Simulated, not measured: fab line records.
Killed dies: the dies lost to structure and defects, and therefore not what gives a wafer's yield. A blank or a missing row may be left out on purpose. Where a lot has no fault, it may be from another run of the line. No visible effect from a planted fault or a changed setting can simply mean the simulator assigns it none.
Code-filled problem report in 8D (eight disciplines) form | flow nand harc | the parts of the form that need people (team, actions taken, sign-off) are left out

== 1. PROBLEM STATEMENT ==
At NHARC_A_ONON_D1_THK_MEAS_02, thk nm averages 1433 nm over 3 wafers from 2 lots, while fault-free wafers read 1001 nm, standard deviation 6.1. Relative to the usual mean, that is a shift of +71 standard deviations.
The step: measures by ellipsometry.
First seen on wafer L854.5, day 12 00:16, on film metro-01. The record has a number at this step for 41 wafers belonging to 14 lots. By rule, "out" or "out of limits" means more than 4 standard deviations away from the usual mean. The rest of the wafers with a number are treated as sound.

== 2. WHAT IT IS, WHAT IT ISN'T ==
question                    | is                           | is not
which readings at this step | thk nm                       | -
which lots                  | L854, L860                   | L837, L838, L839, L840, L841, L843, L846, L847, L848, L849, L851, L852
which wafers of those lots  | L854.5, L860.1, L860.5       | L854.6, L860.3
read on which gauges        | film metro-01, film metro-02 | -
when                        | from day 12 00:16            | up to then (37 sound wafers); but 1 sound wafer of L860 came after

== 3. THE SUSPECTS, EACH WITH WHAT RULES IT OUT ==
Counting: if a tool at a process step up to the reading ran every lot that is out, it stays a suspect. Sound lots after the first of them don't rule it out here, since some wafers of a struck lot are sound.
- the gauge at NHARC_A_ONON_D1_THK_MEAS_02: ruled out. 2 gauges (film metro-01, film metro-02) read the wafers that are out.
- pecvd onon-01 at NHARC_A_ONON_D1_DEP_00 (target thk 1000 nm): kept. It processed each lot that is out (first: L854, day 11 23:59); up to then, its last sound lot is L852 (day 11 07:42).
The count leaves pecvd onon-01 at NHARC_A_ONON_D1_DEP_00.

== 4. THE CAUSE (what the simulator had put in) ==
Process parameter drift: pecvd onon-01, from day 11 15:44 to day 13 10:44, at NHARC_A_ONON_D1_DEP_00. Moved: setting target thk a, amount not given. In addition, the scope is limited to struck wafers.
After counting, this tool was the only one left.

== 5. THE EFFECT CHAIN, in route order ==
One row per reading whose mean, taken over the struck wafers that have a number, lies over 3 standard deviations from the usual. Only readings for which the record gives a usual standard deviation are gone through. hours: the time from each lot's start at the first step in this table that gives one to its start at this step, as a median over the lots. sigmas: the change in usual standard deviations.
hours | step                        | reading         | usual   | on struck wafers | change | sigmas
0     | NHARC_A_ONON_D1_THK_MEAS_02 | thk nm          | 1001 nm | 1433             | +432   | +71
291   | NHARC_END_SORT_01           | killed at array | 27      | 674              | +647   | +81
291   | NHARC_END_SORT_01           | killed dies     | 31      | 677              | +646   | +73

== 6. WHAT WOULD HAVE CAUGHT IT SOONER ==
In this record the first reading out of limits at a measuring or inspecting step was taken at day 12 00:16, 9 hours after the fault began at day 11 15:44.
L860, from the lots that are out (2), started NHARC_A_ONON_D1_DEP_00 on pecvd onon-01 later than day 12 00:16. Putting the tool on hold at that point would have spared it.
